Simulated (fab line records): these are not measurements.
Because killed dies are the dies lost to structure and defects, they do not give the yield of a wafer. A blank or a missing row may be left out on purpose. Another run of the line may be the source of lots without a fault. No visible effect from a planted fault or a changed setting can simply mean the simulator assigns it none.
A struck lot beside a sound one    flow nand-harc    23 out of 1159 route steps
Sound: the wafers L722.2, L722.3, L722.4. Struck: wafer L731.1 (left out: L731.6, a lot-mate that was not struck); the cause follows at the end.
Order at every step that has rows: each side's tool, ch and its chambers, its first start. Under that, the readings that differ: sound wafers    struck wafers    difference of the means    sigmas: that difference in standard deviations of wafers without a fault.
alike: readings with means less than 2 such deviations apart, plus words and numbers identical on both sides. not compared: withheld readings, readings lacking a value on some wafer, bounds such as >300 that could conceal the same value, and numbers that have no deviation in the record and whose values overlap.
The two part at a step that has a row with sigmas, a row that says differs or no value, or rows on one side only. Numbers that don't overlap but have no deviation are shown without sigmas and don't part them. Lack of a reading on every wafer of one side parts them only where that side has two or more wafers.

NHARC_A_M0_INSPECT_27:
  sound on defect-inspect-02 at day 19 09:13; struck on defect-inspect-02 at day 21 03:35
  alike: raw-defect-count
NHARC_A_M0_PRE_CLEAN_31: time 12 s.
  sound on pecvd-04 ch 0,1,2, day 19 09:17; struck on pecvd-04 ch 2, day 21 03:41
  alike: heater-power-w
NHARC_A_M0_DEP_32: deposits SiCN, target thk 30 nm.
  sound on pecvd-04 ch 0,1,2, day 19 09:22; struck on pecvd-04 ch 2, day 21 03:49
  alike: heater-power-w, showerhead-vpp-V
then, 8 steps without rows for these wafers: NHARC_A_M1_DEP_00 (deposits SiOC, target thk 182.5 nm); NHARC_A_M1_DEHYDRATE_01 (time 120 s); NHARC_A_M1_HMDS_02 (time 30 s); NHARC_A_M1_COAT_34 (time 65 s); NHARC_A_M1_COAT_03 (resist thk 90 nm); NHARC_A_M1_SOFTBAKE_04 (time 55 s); NHARC_A_M1_EBR_05; NHARC_A_M1_EXPOSE_06 (exposes mask A M1, target cd 120 nm).
NHARC_A_M1_PEB_07: peb time 65 s.
  sound on litho-track-01 ch 0, day 19 10:31; struck on litho-track-01 ch 0, day 21 04:47
  alike: chill-plate-temp-C
then, 1 step without rows for these wafers: NHARC_A_M1_DEVELOP_08 (develop time 35 s).
NHARC_A_M1_CD_MEAS_09: the cd target is 120 nm.
  sound on cd-sem-01 ch 0, day 19 10:36; struck on cd-sem-03 ch 0, day 21 04:52
reading     sound              struck  difference  sigmas
cd-nm (nm)  119.5 119.8 120.3  121.9   +2.0        +4
NHARC_A_M1_OVL_MEAS_10: pitch 240 nm.
  sound on overlay-01 at day 19 10:41; struck on overlay-02 at day 21 04:56
  alike: overlay-x-nm, overlay-y-nm
NHARC_A_M1_INSPECT_11:
  sound on defect-inspect-01 at day 19 10:43; struck on defect-inspect-02 at day 21 04:59
  alike: raw-defect-count
NHARC_A_M1_DESCUM_14: chemistry O2, time 3 s.
  sound on rie-diel-10 ch 1,2,3, day 19 10:47; struck on rie-diel-01 ch 3, day 21 05:05
reading                 sound            struck  difference  sigmas
rf-hours-counter-h (h)  8 5 8            4       -3          
model.A_M1.cd-nm (nm)   118.7 119.3 120  122.7   +3.4        
  alike: drypump-motor-current-A, oes-product-au, rf-vpp-V, showerhead-plenum-p-Torr, throttle-valve-pct
NHARC_A_M1_ETCH_35: etches the open film in N2/H2, target depth 40 nm, overetch 12 nm, time 43.94 s.
  sound on rie-diel-10 ch 0,1,3, day 19 10:52; struck on rie-diel-01 ch 0, day 21 05:09
reading                          sound              struck  difference  sigmas
rf-vpp-V (V)                     426.8 429.3 431.6  434.7   +5.5        +2
showerhead-plenum-p-Torr (Torr)  1.93 2.00 2.10     2.19    +0.18       +2
  alike: bias-w, drypump-motor-current-A, oes-product-au, throttle-valve-pct
  not compared: rf-hours-counter-h
NHARC_A_M1_ETCH_15: etches the open film in C4F8/Ar, target depth 182.5 nm, time 91.2 s.
  sound: rie-diel-10 ch 1,2,3; struck: rie-diel-01 ch 2
reading                 sound  struck  difference  sigmas
rf-hours-counter-h (h)  8 9 5  4       -3          
  alike: bias-w, oes-product-au, rf-vpp-V
NHARC_A_M1_CD_MEAS_16:
  sound on cd-sem-02 at day 19 11:05; struck on cd-sem-01 at day 21 05:22
reading     sound              struck  difference  sigmas
cd-nm (nm)  118.6 119.3 119.7  122.6   +3.4        +5
NHARC_A_M1_STRIP_18: strips in N2/H2.
  sound on rie-diel-10 ch 0,1,2, day 19 11:10; struck on rie-diel-01 ch 1, day 21 05:29
reading                          sound                 struck  difference  sigmas
rf-hours-counter-h (h)           9 8 6                 4       -4          
rf-vpp-V (V)                     89.2 88.8 89.2        91.6    +2.5        +3
showerhead-plenum-p-Torr (Torr)  2.00 1.97 1.93        2.16    +0.19       +2
throttle-valve-pct (%)           14.159 14.153 14.151  14.178  +0.024      +3
  alike: drypump-motor-current-A, oes-product-au
NHARC_A_M1_ETCH_28: etches the open film in CF4/N2, target depth 30 nm, time 72.99 s.
  sound: rie-diel-10 ch 0,1,3; struck: rie-diel-01 ch 1
reading                 sound              struck  difference  sigmas
rf-hours-counter-h (h)  6 9 5              4       -3          
rf-vpp-V (V)            310.9 312.5 315.0  317.5   +4.7        +2
model.A_M1.cd-nm (nm)   119.3 120.1 119.4  121.5   +1.9        
  alike: bias-w, drypump-motor-current-A, oes-product-au, showerhead-plenum-p-Torr, throttle-valve-pct
then, 1 step without rows for these wafers: NHARC_A_M1_STRIP_19 (strips in post etch residue remover, time 600 s).

== WHERE THEY PART ==
At NHARC_A_M1_CD_MEAS_09 first; at NHARC_A_M1_ETCH_28 last (within this record only).

WHY: what the simulator had put in
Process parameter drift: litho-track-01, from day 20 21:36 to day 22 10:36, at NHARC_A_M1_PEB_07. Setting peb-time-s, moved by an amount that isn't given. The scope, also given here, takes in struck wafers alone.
